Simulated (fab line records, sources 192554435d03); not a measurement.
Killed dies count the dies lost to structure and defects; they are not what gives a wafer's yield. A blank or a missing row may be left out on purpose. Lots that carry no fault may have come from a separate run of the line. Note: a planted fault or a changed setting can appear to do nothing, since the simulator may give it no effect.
Which tool was responsible? :: flow n5_finfet :: 30 wafers from 10 lots sampled at 5 of the route's 1938 steps

== WHAT THE GAUGES SHOWED, per wafer ==
The record holds no reading of a measuring or inspecting step that can be judged against a usual standard deviation.

== TOOL THAT RAN EACH LOT (tool first, then ch and the chambers of the sampled wafers, then the start) ==
lot: L659
N5_BEOL_M4_STRIP_97: rie_diel-02 ch 1,3, day 9 23:50
N5_MIM_BOT_ETCH_ETCH_04: rie_diel-06 ch 0,1,3, day 14 19:34
N5_PASSIVATION_PECVD_55: pecvd-01 ch 0,1,2, day 14 20:23
N5_PASSIVATION_AL_DEP_21: pvd_sputter-03, day 15 01:49
N5_PASSIVATION_PROBE_49: -

lot: L664
N5_BEOL_M4_STRIP_97: rie_diel-02 ch 0,1, day 10 10:16
N5_MIM_BOT_ETCH_ETCH_04: rie_diel-03 ch 0,3, day 14 23:20
N5_PASSIVATION_PECVD_55: pecvd-02 ch 1,2, day 15 00:22
N5_PASSIVATION_AL_DEP_21: pvd_sputter-01, day 15 03:29
N5_PASSIVATION_PROBE_49: -

lot: L666
N5_BEOL_M4_STRIP_97: rie_diel-02 ch 1,2, day 11 08:12
N5_MIM_BOT_ETCH_ETCH_04: rie_diel-02 ch 0,2,3, day 15 15:05
N5_PASSIVATION_PECVD_55: pecvd-02 ch 0,1, day 15 15:54
N5_PASSIVATION_AL_DEP_21: pvd_sputter-03, day 15 18:10
N5_PASSIVATION_PROBE_49: prober-01, day 15 23:47

lot: L669
N5_BEOL_M4_STRIP_97: rie_diel-02 ch 0,3, day 12 14:44
N5_MIM_BOT_ETCH_ETCH_04: rie_diel-03 ch 1,2, day 16 19:25
N5_PASSIVATION_PECVD_55: pecvd-01 ch 0,1,2, day 16 20:23
N5_PASSIVATION_AL_DEP_21: pvd_sputter-03, day 17 00:26
N5_PASSIVATION_PROBE_49: prober-02, day 17 06:14

lot: L672
N5_BEOL_M4_STRIP_97: rie_diel-02 ch 0,2, day 12 22:33
N5_MIM_BOT_ETCH_ETCH_04: rie_diel-03 ch 0,2, day 16 21:07
N5_PASSIVATION_PECVD_55: pecvd-01 ch 0,1,2, day 16 21:56
N5_PASSIVATION_AL_DEP_21: pvd_sputter-01, day 17 00:07
N5_PASSIVATION_PROBE_49: prober-02, day 17 05:44

lot: L676
N5_BEOL_M4_STRIP_97: rie_diel-06 ch 0,1, day 13 16:13
N5_MIM_BOT_ETCH_ETCH_04: rie_diel-06 ch 2,3, day 17 19:21
N5_PASSIVATION_PECVD_55: pecvd-01 ch 0,1, day 17 20:10
N5_PASSIVATION_AL_DEP_21: pvd_sputter-01, day 18 00:43
N5_PASSIVATION_PROBE_49: -

lot: L678
N5_BEOL_M4_STRIP_97: rie_diel-03 ch 0,1,2, day 14 00:52
N5_MIM_BOT_ETCH_ETCH_04: rie_diel-06 ch 1,3, day 18 13:42
N5_PASSIVATION_PECVD_55: pecvd-04 ch 0,2, day 18 14:35
N5_PASSIVATION_AL_DEP_21: pvd_sputter-01, day 18 16:35
N5_PASSIVATION_PROBE_49: -

lot: L679
N5_BEOL_M4_STRIP_97: rie_diel-03 ch 0,3, day 14 05:41
N5_MIM_BOT_ETCH_ETCH_04: rie_diel-02 ch 0,3, day 17 17:22
N5_PASSIVATION_PECVD_55: pecvd-02 ch 2, day 17 18:13
N5_PASSIVATION_AL_DEP_21: pvd_sputter-02, day 18 00:29
N5_PASSIVATION_PROBE_49: -

lot: L677
N5_BEOL_M4_STRIP_97: rie_diel-06 ch 0,1,2, day 14 06:11
N5_MIM_BOT_ETCH_ETCH_04: rie_diel-02 ch 0,1,3, day 18 09:42
N5_PASSIVATION_PECVD_55: pecvd-04 ch 0,1, day 18 10:31
N5_PASSIVATION_AL_DEP_21: pvd_sputter-03, day 18 12:13
N5_PASSIVATION_PROBE_49: -

lot: L681
N5_BEOL_M4_STRIP_97: rie_diel-02 ch 1,2,3, day 15 14:26
N5_MIM_BOT_ETCH_ETCH_04: rie_diel-02 ch 1,2,3, day 19 20:01
N5_PASSIVATION_PECVD_55: pecvd-01 ch 0,1,2, day 19 20:50
N5_PASSIVATION_AL_DEP_21: pvd_sputter-01, day 20 01:56
N5_PASSIVATION_PROBE_49: -
- N5_BEOL_M4_STRIP_97: strips in N2/H2, time 10 s.
- N5_MIM_BOT_ETCH_ETCH_04: etches SiNx in CF4/O2, target depth 26 nm, time 13 s.
- N5_PASSIVATION_PECVD_55: deposits SiO2 from SiH4/N2O, target thk 400 nm, time 22.5 s.
- N5_PASSIVATION_AL_DEP_21: deposits Al, target thk 2800 nm, time 170 s.
- N5_PASSIVATION_PROBE_49

== AS READ BY THE TOOLS THEMSELVES (means over the sampled wafers that have a number; for cases with no such wafer, the mark the record gives instead) ==
N5_BEOL_M4_STRIP_97. Usual: drypump_motor_current_A 5.8 A, standard deviation 0.5; h2_flow_sccm 200.0 sccm, standard deviation 0.62; oes_product_au 0.79 a.u., standard deviation 0.11; rf_vpp_V 59.2 V, standard deviation 0.92; showerhead_plenum_p_Torr 2.54 Torr, standard deviation 0.11; throttle_valve_pct 23.6 %, standard deviation 0.45.
lot: L659
tool: rie_diel-02
drypump_motor_current_A (A): 6.0
h2_flow_sccm (sccm): 200.4
oes_product_au (a.u.): 0.71
rf_vpp_V (V): 58.5
showerhead_plenum_p_Torr (Torr): 2.46
throttle_valve_pct (%): 23.6
flag: 

lot: L664
tool: rie_diel-02
drypump_motor_current_A (A): 5.9
h2_flow_sccm (sccm): 200.3
oes_product_au (a.u.): 0.84
rf_vpp_V (V): 59.7
showerhead_plenum_p_Torr (Torr): 2.64
throttle_valve_pct (%): 23.3
flag: 

lot: L666
tool: rie_diel-02
drypump_motor_current_A (A): 5.4
h2_flow_sccm (sccm): 199.3
oes_product_au (a.u.): 0.79
rf_vpp_V (V): 59.2
showerhead_plenum_p_Torr (Torr): 2.50
throttle_valve_pct (%): 23.9
flag: 

lot: L669
tool: rie_diel-02
drypump_motor_current_A (A): 6.2
h2_flow_sccm (sccm): 199.3
oes_product_au (a.u.): 0.75
rf_vpp_V (V): 59.2
showerhead_plenum_p_Torr (Torr): 2.50
throttle_valve_pct (%): 23.3
flag: 

lot: L672
tool: rie_diel-02
drypump_motor_current_A (A): 5.8
h2_flow_sccm (sccm): 200.1
oes_product_au (a.u.): 0.88
rf_vpp_V (V): 60.3
showerhead_plenum_p_Torr (Torr): 2.62
throttle_valve_pct (%): 23.1
flag: 

lot: L676
tool: rie_diel-06
drypump_motor_current_A (A): 5.7
h2_flow_sccm (sccm): 200.1
oes_product_au (a.u.): 0.69
rf_vpp_V (V): 58.9
showerhead_plenum_p_Torr (Torr): 2.61
throttle_valve_pct (%): 23.7
flag: 

lot: L678
tool: rie_diel-03
drypump_motor_current_A (A): 5.5
h2_flow_sccm (sccm): 199.7
oes_product_au (a.u.): 0.76
rf_vpp_V (V): 59.1
showerhead_plenum_p_Torr (Torr): 2.50
throttle_valve_pct (%): 23.7
flag: 

lot: L679
tool: rie_diel-03
drypump_motor_current_A (A): 5.3
h2_flow_sccm (sccm): 200.6
oes_product_au (a.u.): 0.88
rf_vpp_V (V): 58.9
showerhead_plenum_p_Torr (Torr): 2.55
throttle_valve_pct (%): 23.2
flag: 

lot: L677
tool: rie_diel-06
drypump_motor_current_A (A): 5.8
h2_flow_sccm (sccm): 199.9
oes_product_au (a.u.): 0.78
rf_vpp_V (V): 59.8
showerhead_plenum_p_Torr (Torr): 2.61
throttle_valve_pct (%): 23.7
flag: 

lot: L681
tool: rie_diel-02
drypump_motor_current_A (A): 5.7
h2_flow_sccm (sccm): 199.4
oes_product_au (a.u.): 0.83
rf_vpp_V (V): 59.5
showerhead_plenum_p_Torr (Torr): 2.45
throttle_valve_pct (%): 23.6
flag: 

N5_MIM_BOT_ETCH_ETCH_04. Usual: O2_flow_sccm 10.003 sccm, standard deviation 0.027; drypump_motor_current_A 5.9 A, standard deviation 0.54; oes_product_au 0.84 a.u., standard deviation 0.078; rf_vpp_V 241 V, standard deviation 3.9; showerhead_plenum_p_Torr 2.22 Torr, standard deviation 0.074; throttle_valve_pct 15.82 %, standard deviation 0.27.
lot: L659
tool: rie_diel-06
O2_flow_sccm (sccm): 10.027
drypump_motor_current_A (A): 6.0
oes_product_au (a.u.): 0.76
rf_vpp_V (V): 244
showerhead_plenum_p_Torr (Torr): 2.26
throttle_valve_pct (%): 16.03
flag: 

lot: L664
tool: rie_diel-03
O2_flow_sccm (sccm): 9.998
drypump_motor_current_A (A): 5.7
oes_product_au (a.u.): 0.92
rf_vpp_V (V): 242
showerhead_plenum_p_Torr (Torr): 2.27
throttle_valve_pct (%): 15.63
flag: 

lot: L666
tool: rie_diel-02
O2_flow_sccm (sccm): 9.990
drypump_motor_current_A (A): 5.9
oes_product_au (a.u.): 0.81
rf_vpp_V (V): 240
showerhead_plenum_p_Torr (Torr): 2.19
throttle_valve_pct (%): 15.73
flag: 

lot: L669
tool: rie_diel-03
O2_flow_sccm (sccm): 10.018
drypump_motor_current_A (A): 5.8
oes_product_au (a.u.): 0.72
rf_vpp_V (V): 236
showerhead_plenum_p_Torr (Torr): 2.21
throttle_valve_pct (%): 16.42
flag: 

lot: L672
tool: rie_diel-03
O2_flow_sccm (sccm): 10.030
drypump_motor_current_A (A): 5.4
oes_product_au (a.u.): 0.73
rf_vpp_V (V): 235
showerhead_plenum_p_Torr (Torr): 2.11
throttle_valve_pct (%): 16.02
flag: 

lot: L676
tool: rie_diel-06
O2_flow_sccm (sccm): 9.993
drypump_motor_current_A (A): 6.4
oes_product_au (a.u.): 0.87
rf_vpp_V (V): 243
showerhead_plenum_p_Torr (Torr): 2.24
throttle_valve_pct (%): 15.73
flag: 

lot: L678
tool: rie_diel-06
O2_flow_sccm (sccm): 10.007
drypump_motor_current_A (A): 5.7
oes_product_au (a.u.): 0.89
rf_vpp_V (V): 238
showerhead_plenum_p_Torr (Torr): 2.25
throttle_valve_pct (%): 15.78
flag: 

lot: L679
tool: rie_diel-02
O2_flow_sccm (sccm): 10.008
drypump_motor_current_A (A): 6.2
oes_product_au (a.u.): 0.86
rf_vpp_V (V): 243
showerhead_plenum_p_Torr (Torr): 2.32
throttle_valve_pct (%): 15.48
flag: 

lot: L677
tool: rie_diel-02
O2_flow_sccm (sccm): 9.981
drypump_motor_current_A (A): 6.0
oes_product_au (a.u.): 0.86
rf_vpp_V (V): 241
showerhead_plenum_p_Torr (Torr): 2.27
throttle_valve_pct (%): 15.68
flag: 

lot: L681
tool: rie_diel-02
O2_flow_sccm (sccm): 9.996
drypump_motor_current_A (A): 5.7
oes_product_au (a.u.): 0.85
rf_vpp_V (V): 239
showerhead_plenum_p_Torr (Torr): 2.21
throttle_valve_pct (%): 15.81
flag: 

N5_PASSIVATION_PECVD_55. Usual: heater_power_w 673 W, standard deviation 94; showerhead_plenum_p_Torr 8.12 Torr, standard deviation 0.14; throttle_valve_pct 51.2 %, standard deviation 2.3.
lot: L659
tool: pecvd-01
heater_power_w (W): 621
showerhead_plenum_p_Torr (Torr): 8.04
throttle_valve_pct (%): 51.3
flag: 

lot: L664
tool: pecvd-02
heater_power_w (W): 735
showerhead_plenum_p_Torr (Torr): 8.02
throttle_valve_pct (%): 52.2
flag: 

lot: L666
tool: pecvd-02
heater_power_w (W): 731
showerhead_plenum_p_Torr (Torr): 8.28
throttle_valve_pct (%): 52.1
flag: 

lot: L669
tool: pecvd-01
heater_power_w (W): 587
showerhead_plenum_p_Torr (Torr): 8.04
throttle_valve_pct (%): 51.3
flag: 

lot: L672
tool: pecvd-01
heater_power_w (W): 676
showerhead_plenum_p_Torr (Torr): 8.05
throttle_valve_pct (%): 51.4
flag: 

lot: L676
tool: pecvd-01
heater_power_w (W): 666
showerhead_plenum_p_Torr (Torr): 8.10
throttle_valve_pct (%): 52.9
flag: 

lot: L678
tool: pecvd-04
heater_power_w (W): 541
showerhead_plenum_p_Torr (Torr): 8.13
throttle_valve_pct (%): 48.7
flag: 

lot: L679
tool: pecvd-02
heater_power_w (W): 804
showerhead_plenum_p_Torr (Torr): 7.90
throttle_valve_pct (%): 53.0
flag: 

lot: L677
tool: pecvd-04
heater_power_w (W): 580
showerhead_plenum_p_Torr (Torr): 8.21
throttle_valve_pct (%): 48.9
flag: 

lot: L681
tool: pecvd-01
heater_power_w (W): 671
showerhead_plenum_p_Torr (Torr): 8.06
throttle_valve_pct (%): 51.6
flag: 

N5_PASSIVATION_AL_DEP_21. Usual: throttle_valve_pct 29.7 %, standard deviation 0.94.
lot: L659
tool: pvd_sputter-03
throttle_valve_pct (%): 30.2
flag: 

lot: L664
tool: pvd_sputter-01
throttle_valve_pct (%): 30.0
flag: 

lot: L666
tool: pvd_sputter-03
throttle_valve_pct (%): 30.4
flag: 

lot: L669
tool: pvd_sputter-03
throttle_valve_pct (%): 30.1
flag: 

lot: L672
tool: pvd_sputter-01
throttle_valve_pct (%): 29.6
flag: 

lot: L676
tool: pvd_sputter-01
throttle_valve_pct (%): 30.6
flag: 

lot: L678
tool: pvd_sputter-01
throttle_valve_pct (%): 29.0
flag: 

lot: L679
tool: pvd_sputter-02
throttle_valve_pct (%): 29.2
flag: 

lot: L677
tool: pvd_sputter-03
throttle_valve_pct (%): 29.5
flag: 

lot: L681
tool: pvd_sputter-01
throttle_valve_pct (%): 29.9
flag: 

N5_PASSIVATION_PROBE_49. Usual: defect_limited_yield 91.4 %, standard deviation 1.2; killed_at_M0_to_M3 35, standard deviation 11; killed_at_M4_up 14, standard deviation 6; killed_at_contacts 12, standard deviation 6.7; killed_at_front_end 37, standard deviation 9.7; killed_at_other 3.5, standard deviation 2.5; killed_dies 102, standard deviation 15; killed_on_rim 13, standard deviation 3.6; killed_open 67, standard deviation 12; killed_short 33, standard deviation 7.3; sort_bin_5_function 5.1 %, standard deviation 0.81; sort_bin_6_memory 3.2 %, standard deviation 0.65; sort_bin_8_speed 0.00 %, standard deviation 0.021; sort_n_pass 1078, standard deviation 15; sort_yield_pct 91.4 %, standard deviation 1.2.
lot: L666
tool: prober-01
defect_limited_yield (%): 91.7
killed_at_M0_to_M3: 35
killed_at_M4_up: 12
killed_at_contacts: 11
killed_at_front_end: 37
killed_at_other: 4.0
killed_dies: 98
killed_on_rim: 10
killed_open: 61
killed_short: 37
sort_bin_5_function (%): 5.2
sort_bin_6_memory (%): 2.7
sort_bin_8_speed (%): 0.00
sort_n_pass: 1082
sort_yield_pct (%): 91.7
flag: 

lot: L669
tool: prober-02
defect_limited_yield (%): 84.9
killed_at_M0_to_M3: 32
killed_at_M4_up: 90
killed_at_contacts: 14
killed_at_front_end: 38
killed_at_other: 3.7
killed_dies: 178
killed_on_rim: 29
killed_open: 64
killed_short: 34
sort_bin_5_function (%): 9.2
sort_bin_6_memory (%): 3.9
sort_bin_8_speed (%): 0.00
sort_n_pass: 1002
sort_yield_pct (%): 84.9
flag: OFF

lot: L672
tool: prober-02
defect_limited_yield (%): 83.9
killed_at_M0_to_M3: 31
killed_at_M4_up: 126
killed_at_contacts: 5
killed_at_front_end: 26
killed_at_other: 2.7
killed_dies: 189
killed_on_rim: 21
killed_open: 55
killed_short: 26
sort_bin_5_function (%): 10.2
sort_bin_6_memory (%): 3.6
sort_bin_8_speed (%): 0.00
sort_n_pass: 991
sort_yield_pct (%): 83.9
flag: OFF

== THE ANSWER, worked out from the rows above alone ==
Rule: a lot is off if the mean of its wafers that have a number lies more than 3 standard deviations from the usual mean. A lot without any number at a reading at which 4 lots or more have one is off too. The other lots that the step has rows for count as sound. After the gauges, taken in route order, come the tools' own readings; for these a lot's mean is taken, as printed above. At the first step where some lot is off, the reading lying furthest off is the one used; lots without a number count as furthest.
Off at N5_PASSIVATION_PROBE_49 (killed_at_M4_up): L669, L672. Neither off nor sound, because the step has no rows for them: L659, L664, L676, L678, L679, L677, L681.
If a tool, at that step or one of the process steps before it, ran each lot that is off and ran no sound lot following the first of them, it fits. Can't be told from this: 4 tools fit, rie_diel-02 at N5_BEOL_M4_STRIP_97, rie_diel-03 at N5_MIM_BOT_ETCH_ETCH_04, pecvd-01 at N5_PASSIVATION_PECVD_55, prober-02 at N5_PASSIVATION_PROBE_49.

== WHAT WAS PUT IN BY THE SIMULATOR ==
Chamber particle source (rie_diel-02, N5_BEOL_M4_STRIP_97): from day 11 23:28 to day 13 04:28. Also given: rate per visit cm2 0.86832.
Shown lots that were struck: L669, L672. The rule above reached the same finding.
